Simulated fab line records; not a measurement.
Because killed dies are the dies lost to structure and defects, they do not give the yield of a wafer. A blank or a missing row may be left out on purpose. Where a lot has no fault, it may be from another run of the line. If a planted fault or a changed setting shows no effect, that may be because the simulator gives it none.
Matching of chambers    flow nandHarc    4 sister chambers for NHARC_A_CHANNEL_FILL_D2_CMP_10 on cmp-04
The step polishes, target thk 150 nm. 16 wafers are shown with their chamber, then 8 later ones without.

== WAFERS PAIRED WITH THEIR CHAMBERS ==
wafer   chamber  motorCurrentA (A)  timeToEndpointS (s)
L076.2  1        12.4               18.2
L076.3  0        10.7               13.5
L076.4  3        13.0               14.2
L076.1  2        12.7               15.2
L076.5  3        12.6               17.0
L076.6  0        10.7               17.0
L083.1  3        12.9               15.9
L083.2  0        11.4               18.5
L083.4  1        12.7               18.9
L085.2  0        10.8               15.9
L085.4  2        12.7               12.9
L085.5  3        13.5               12.6
L094.1  1        13.1               17.9
L094.3  3        12.5               15.5
L094.4  0        10.9               17.0
L094.2  2        12.6               18.1

SIGNATURES (means of the wafers above)
reading          chamber 0  chamber 1  chamber 2  chamber 3  scatter within a chamber
motorCurrentA    10.900     12.733     12.667     12.900     0.318
timeToEndpointS  16.380     18.333     15.400     15.040     1.81
Rule: for each reading, subtract the chamber's mean from the wafer's reading, divide by that reading's scatter and square the result; add these up over the readings and take the root, which gives the wafer's distance from the chamber. If the next closest chamber is less than 2 further off than the closest, the wafer can't be placed; otherwise it belongs to the closest. The scatter: the root of (the sum of the squares of (reading less its chamber's mean) over the shown wafers, divided by (wafers less chambers)).

== WAFERS WITH NO CHAMBER GIVEN ==
wafer   motorCurrentA (A)  timeToEndpointS (s)
L094.5  12.7               17.6
L094.6  12.5               17.5
L096.4  12.8               13.5
L096.5  10.8               13.2
L096.6  13.1               14.7
L097.1  13.3               11.5
L097.2  10.9               14.0
L097.4  12.4               14.2

== WHICH CHAMBER EACH WENT THROUGH ==
wafer   from the rows above           in truth
L094.5  can't be placed: 1 or 2 or 3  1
L094.6  can't be placed: 1 or 2 or 3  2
L096.4  can't be placed: 3 or 2 or 1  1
L096.5  0                             0
L096.6  can't be placed: 3 or 2 or 1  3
L097.1  can't be placed: 3 or 2 or 1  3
L097.2  0                             0
L097.4  can't be placed: 2 or 3 or 1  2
Correct placement for 2 of the 8. From these rows, 6 cannot be placed; in 6 the true chamber is one of the candidates. 0 placed wrongly.
